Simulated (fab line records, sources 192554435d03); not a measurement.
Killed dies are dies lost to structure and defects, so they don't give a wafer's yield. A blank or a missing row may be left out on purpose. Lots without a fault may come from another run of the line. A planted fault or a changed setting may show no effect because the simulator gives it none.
A struck lot beside a sound one | flow n5_finfet | 16 steps out of a route of 1938
Sound: wafers L112.1, L112.4, L112.5. Struck: wafer L122.3. (L122.1, L122.4 of the same lot were not struck and are left out.) The cause comes at the end.
At each step with rows: each side's tool, then ch and its chambers, then its first start. Under that, the readings that differ: sound wafers | struck wafers | difference of the means | sigmas: that difference in standard deviations of wafers without a fault.
alike: readings whose means differ by less than 2 such deviations, and words and numbers that are the same on both sides. not compared: withheld readings, readings that some wafer has no value for, bounds like >300 that may hide the same value, and numbers for which the record gives no deviation and whose values overlap.
The two part at a step that has a row with sigmas, a row that says differs or no value, or rows on one side only. Numbers that don't overlap but have no deviation are shown without sigmas and don't part them. A reading that every wafer of one side lacks parts them only if that side has two wafers or more.

first, 7 steps without rows for these wafers: N5_BEOL_M3_COAT_76 (time 60 s, resist thk 5 nm); N5_BEOL_M3_COAT_22 (resist thk 30 nm); N5_BEOL_M3_EBR_24; N5_BEOL_M3_SOFTBAKE_23 (time 60 s); N5_BEOL_M3_EXPOSE_25 (exposes mask V2, defocus 5 nm); N5_BEOL_M3_PEB_26 (peb time 60 s); N5_BEOL_M3_DEVELOP_27 (develop time 30 s).
N5_BEOL_M3_CD_MEAS_28: target cd 25.7 nm, target cd y 23.3 nm.
  sound on cd_sem-02 ch 0, day 7 14:59; struck on cd_sem-03 ch 0, day 10 15:02
  alike: cd_nm
N5_BEOL_M3_OVL_MEAS_29:
  sound on overlay-01 ch 0, day 7 15:02; struck on overlay-01 ch 0, day 10 15:04
  alike: V2_OVL
N5_BEOL_M3_INSPECT_30: inspects for defects (brightfield).
  sound on defect_inspect-02, day 7 15:05; struck on defect_inspect-01, day 10 15:08
  reading          | sound       | struck | difference | sigmas
  raw_defect_count | 381 275 362 | 695    | +356       | +4
N5_BEOL_M3_DESCUM_33: chemistry O2, time 7 s.
  sound on rie_diel-02 ch 0,1,3, day 7 15:07; struck on rie_diel-01 ch 3, day 10 15:10
  reading                         | sound             | struck | difference | sigmas
  rf_vpp_V (V)                    | 241.7 240.3 241.8 | 244.3  | +3.0       | +2
  showerhead_plenum_p_Torr (Torr) | 1.97 2.01 2.08    | 2.21   | +0.19      | +3
  alike: chamber_pressure_mTorr, drypump_motor_current_A, oes_product_au, temp_c, throttle_valve_pct
  not compared: rf_hours_counter_h
N5_BEOL_M3_ETCH_77: etches underlayer in N2/H2, target depth 6.5 nm, time 5.2 s.
  sound on rie_diel-02 ch 0,1,3, day 7 15:09; struck on rie_diel-01 ch 3, day 10 15:11
  reading                         | sound             | struck | difference | sigmas
  rf_vpp_V (V)                    | 521.2 520.1 523.4 | 528.8  | +7.2       | +3
  showerhead_plenum_p_Torr (Torr) | 2.39 2.45 2.50    | 2.64   | +0.19      | +2
  alike: bias_w, chamber_pressure_mTorr, drypump_motor_current_A, etch_rf_on_time_s, oes_product_au, throttle_valve_pct
  not compared: rf_hours_counter_h
N5_BEOL_M3_ETCH_69: etches SiARC in CF4, target depth 15.6 nm, time 26 s.
  sound on rie_diel-02 ch 0,1,3, day 7 15:10; struck on rie_diel-01 ch 3, day 10 15:13
  reading                         | sound          | struck | difference | sigmas
  etch_rf_on_time_s (s)           | 25.4 25.3 26.7 | 20.1   | -5.7       | -10
  oes_product_au (a.u.)           | 0.61 0.66 0.57 | 0.82   | +0.21      | +3
  showerhead_plenum_p_Torr (Torr) | 2.03 2.05 2.11 | 2.24   | +0.18      | +3
  alike: bias_w, chamber_pressure_mTorr, drypump_motor_current_A, rf_vpp_V, throttle_valve_pct
  not compared: rf_hours_counter_h
N5_BEOL_M3_ALD_98: deposits SiO2, target thk 2.5 nm, pulse time 1 s, co reactant pulse time 1 s.
  sound on ald_sin-03 ch 0,3, day 7 15:15; struck on ald_sin-01 ch 0, day 10 15:17
  reading                    | sound                | struck | difference | sigmas
  precursor_pulse_height_rel | 0.971 0.998 1.010    | 1.035  | +0.042     | +2
  susceptor_temp_C (C)       | 100.13 100.04 100.22 | 99.78  | -0.35      | -2
  alike: heater_power_w
N5_BEOL_M4_RC_MEAS_101:
  sound on prober-02 ch 0, day 8 14:34; struck on prober-02 ch 0, day 11 07:26
  reading       | sound          | struck | difference | sigmas
  SS_P (mV/dec) | 74.0 74.4 74.2 | 72.8   | -1.4       | -2
  alike: DIBL_N, DIBL_P, IOFF_N, IOFF_P, ION_N, ION_P, SS_N, VT_N, VT_P
-- the record jumps here: 4 days lie between the struck wafers' starts before and after (it left off in module BEOL_M4 and takes up again in module PASSIVATION, whose first step shown is number 1936 of the route) --
N5_PASSIVATION_PROBE_49:
  the record has rows for the struck wafers here (prober-02, day 15 14:53) and none for the sound ones

WHERE THEY PART
First at N5_BEOL_M3_INSPECT_30; last, within this record, at N5_PASSIVATION_PROBE_49.

WHY: what the simulator had put in
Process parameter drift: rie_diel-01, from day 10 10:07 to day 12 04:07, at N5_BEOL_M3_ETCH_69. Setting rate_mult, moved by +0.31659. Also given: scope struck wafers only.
